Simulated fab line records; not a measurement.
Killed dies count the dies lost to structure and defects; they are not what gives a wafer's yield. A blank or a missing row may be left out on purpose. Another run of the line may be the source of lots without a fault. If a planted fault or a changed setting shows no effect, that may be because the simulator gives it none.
Which tool is to blame? -- flow nandHarc -- 12 lots, 36 wafers sampled, at 5 steps of a route of 1302

## WHAT EACH GAUGE READ, for each wafer
NHARC_END_SORT_01. Usual: for defectLimitedYield, 90.7 % with a standard deviation of 2.7; for killedAtArray, 58 with a standard deviation of 19; for killedAtOther, 1.1 with a standard deviation of 1.2; for killedAtPeriphery, 3.8 with a standard deviation of 2.4; for killedDies, 63 with a standard deviation of 18; for killedOpen, 3.3 with a standard deviation of 1.8; for killedShort, 2.2 with a standard deviation of 1.6.
lot,measured,on,defectLimitedYield (%),killedAtArray,killedAtOther,killedAtPeriphery,killedDies,killedOpen,killedShort,flag
L287,day 28 20:47,prober-01,90.8 82.4 91.9,56 50 53,0 2 0,6 67 2,62 119 55,4 3 3,3 3 2,OFF

## EACH LOT AND THE TOOL THAT RAN IT (in order: tool; ch and the chambers of the sampled wafers; start)
lot,NHARC_P_BONDPAD_STRIP_16,NHARC_A_BONDPAD_PVD_27,NHARC_THIN_TSV_ETCH_44,NHARC_THIN_TSV_STRIP_56
L276,"wetBench-08 ch 0,1,5, day 6 22:00","pvdSputter-01, day 23 18:48 or earlier","rieDiel-09 ch 1,2,3, day 23 18:48","plasmaAsher-01 ch 0,1, day 24 01:11"
L277,"wetBench-08 ch 3,4,6, day 7 10:48","pvdSputter-03, day 24 09:24 or earlier","rieDiel-09 ch 0,1, day 24 09:24","plasmaAsher-01 ch 0,1, day 24 15:43"
L278,"wetBench-08 ch 0,4,5, day 7 16:58","pvdSputter-02, day 25 01:35 or earlier","rieDiel-05 ch 0,1,3, day 25 01:35","plasmaAsher-02 ch 0,1, day 25 07:52"
L279,"wetBench-10 ch 0,3,7, day 8 08:20","pvdSputter-03, day 25 00:26 or earlier","rieDiel-09 ch 2,3, day 25 00:26","plasmaAsher-01 ch 0,1, day 25 06:43"
L280,"wetBench-08 ch 3,4,7, day 8 21:28","pvdSputter-03, day 25 21:07 or earlier","rieDiel-09 ch 0,2,3, day 25 21:07","plasmaAsher-02 ch 0,1, day 26 03:11"
L287,"wetBench-10 ch 2,4,6, day 11 11:38","pvdSputter-01, day 28 03:35 or earlier","rieDiel-09 ch 0,1,3, day 28 03:35","plasmaAsher-01 ch 0,1, day 28 09:47"
L291,"wetBench-08 ch 3,4,5, day 13 05:34","pvdSputter-01, day 30 03:34 or earlier","rieDiel-05 ch 1,2, day 30 03:34","plasmaAsher-02 ch 1, day 30 10:17"
L293,"wetBench-08 ch 1,3,7, day 14 03:44","pvdSputter-02, day 31 16:38 or earlier","rieDiel-05 ch 0,2,3, day 31 16:38","plasmaAsher-02 ch 0,1, day 31 22:49"
L295,"wetBench-10 ch 1,2,6, day 14 23:20","pvdSputter-01, day 31 12:10 or earlier","rieDiel-05 ch 2,3, day 31 12:10","plasmaAsher-02 ch 0,1, day 31 18:34"
L296,"wetBench-08 ch 0,3,5, day 15 06:08","pvdSputter-03, day 32 13:39 or earlier","rieDiel-09 ch 1,3, day 32 13:39","plasmaAsher-02 ch 0,1, day 32 19:56"
L297,"wetBench-10 ch 1,3,6, day 15 20:58","pvdSputter-01, day 32 12:23 or earlier","rieDiel-03 ch 0,2,3, day 32 12:23","plasmaAsher-02 ch 0,1, day 32 18:46"
L298,"wetBench-10 ch 0,6,7, day 16 12:10","pvdSputter-03, day 33 18:14 or earlier","rieDiel-03 ch 0,3, day 33 18:14","plasmaAsher-02 ch 0,1, day 34 00:43"
- NHARC_P_BONDPAD_STRIP_16: strips in post etch residue remover, time 600 s.
- NHARC_A_BONDPAD_PVD_27: deposits Cu, target thk 30 nm, time 20.49 s.
- NHARC_THIN_TSV_ETCH_44: etches the open film in CF4/O2, target depth 1594.2 nm, time 797.1 s.
- NHARC_THIN_TSV_STRIP_56: strips in O2.

## WHAT THE TOOLS THEMSELVES READ (means of the sampled wafers that have a number; where no wafer has one, the mark that the record gives instead)
NHARC_A_BONDPAD_PVD_27. Usual: chamberPressurePa 4.999 Pa, standard deviation 0.01; throttleValvePct 29.2 %, standard deviation 1.1.
lot,tool,chamberPressurePa (Pa),throttleValvePct (%),flag
L276,pvdSputter-01,5.006,28.4,
L277,pvdSputter-03,4.993,29.8,
L278,pvdSputter-02,4.992,29.0,
L279,pvdSputter-03,4.996,30.2,
L280,pvdSputter-03,4.995,30.0,
L287,pvdSputter-01,4.993,28.7,
L291,pvdSputter-01,5.000,27.7,
L293,pvdSputter-02,5.001,28.6,
L295,pvdSputter-01,4.998,27.8,
L296,pvdSputter-03,5.001,29.8,
L297,pvdSputter-01,4.997,29.2,
L298,pvdSputter-03,4.992,29.5,

NHARC_THIN_TSV_ETCH_44. Usual: cf4FlowSccm 150.0 sccm, standard deviation 0.48; chamberPressureMTorr 30.001 mTorr, standard deviation 0.027; drypumpMotorCurrentA 5.7 A, standard deviation 0.5; o2FlowSccm 9.998 sccm, standard deviation 0.03; oesProductAu 1.005 a.u., standard deviation 0.012; rfFwdPowerW 299.7 W, standard deviation 0.83; rfVppV 795 V, standard deviation 4.1; showerheadPlenumPTorr 1.85 Torr, standard deviation 0.067; throttleValvePct 16.916 %, standard deviation 0.0091.
lot,tool,cf4FlowSccm (sccm),chamberPressureMTorr (mTorr),drypumpMotorCurrentA (A),o2FlowSccm (sccm),oesProductAu (a.u.),rfFwdPowerW (W),rfVppV (V),showerheadPlenumPTorr (Torr),throttleValvePct (%),flag
L276,rieDiel-09,150.1,30.018,5.9,10.015,1.003,299.5,796,1.85,16.918,
L277,rieDiel-09,149.9,29.964,5.9,10.000,0.998,299.2,799,1.90,16.917,
L278,rieDiel-05,150.1,30.023,5.7,9.989,0.990,299.6,795,1.84,16.918,
L279,rieDiel-09,149.3,29.979,5.9,10.009,1.017,300.0,796,1.85,16.915,
L280,rieDiel-09,149.8,30.016,5.9,10.002,1.004,299.2,797,1.88,16.914,
L287,rieDiel-09,150.1,30.003,6.0,10.004,1.000,299.2,797,1.88,16.919,
L291,rieDiel-05,149.5,29.994,5.5,9.998,1.018,300.2,792,1.79,16.912,
L293,rieDiel-05,150.5,29.997,5.5,10.014,1.006,300.5,797,1.88,16.910,
L295,rieDiel-05,149.4,30.016,5.6,9.953,1.009,298.6,797,1.90,16.919,
L296,rieDiel-09,150.0,30.015,6.1,10.036,1.013,300.2,794,1.82,16.924,
L297,rieDiel-03,150.4,29.971,5.2,10.011,1.001,299.0,791,1.79,16.925,
L298,rieDiel-03,150.0,30.017,4.9,9.995,0.998,300.1,793,1.80,16.922,

NHARC_THIN_TSV_STRIP_56. Usual: drypumpMotorCurrentA 5.9 A, standard deviation 0.37; heaterPowerW 352 W, standard deviation 43.
lot,tool,drypumpMotorCurrentA (A),heaterPowerW (W),flag
L276,plasmaAsher-01,5.8,351,
L277,plasmaAsher-01,5.6,332,
L278,plasmaAsher-02,6.1,350,
L279,plasmaAsher-01,5.8,343,
L280,plasmaAsher-02,5.9,376,
L287,plasmaAsher-01,5.7,334,
L291,plasmaAsher-02,5.6,411,
L293,plasmaAsher-02,6.1,347,
L295,plasmaAsher-02,6.1,344,
L296,plasmaAsher-02,6.1,342,
L297,plasmaAsher-02,5.9,379,
L298,plasmaAsher-02,6.1,363,

## THE ANSWER, worked out from the rows above alone
Rule: take the mean of a lot's wafers that have a number; if it is more than 3 standard deviations from the usual mean, the lot is off. A lot without any number at a reading at which 4 lots or more have one is off too. All remaining lots with rows at the step are treated as sound. Order of review: gauges by route order, followed by the tools' own readings, for which a lot's mean as printed above is used. The first step at which some lot is off is used, and at that step the reading that is off furthest; a lot without a number counts as furthest.
Off, at NHARC_END_SORT_01 on killedAtPeriphery: L287. Neither off nor sound, because the step has no rows for them: L276, L277, L278, L279, L280, L291, L293, L295, L296, L297, L298.
A tool fits if, at a process step before that reading, it ran every lot that is off, and no sound lot after the first of them. Gauges at NHARC_END_SORT_01: tried the same way as those tools. Because NHARC_A_BONDPAD_PVD_27 lacks a start for some lots, the hours and order of its lots are taken from NHARC_THIN_TSV_ETCH_44. Can't be told from this: 5 tools fit, wetBench-10 at NHARC_P_BONDPAD_STRIP_16, pvdSputter-01 at NHARC_A_BONDPAD_PVD_27, rieDiel-09 at NHARC_THIN_TSV_ETCH_44, plasmaAsher-01 at NHARC_THIN_TSV_STRIP_56, prober-01 at NHARC_END_SORT_01.

## WHAT WAS PUT IN BY THE SIMULATOR
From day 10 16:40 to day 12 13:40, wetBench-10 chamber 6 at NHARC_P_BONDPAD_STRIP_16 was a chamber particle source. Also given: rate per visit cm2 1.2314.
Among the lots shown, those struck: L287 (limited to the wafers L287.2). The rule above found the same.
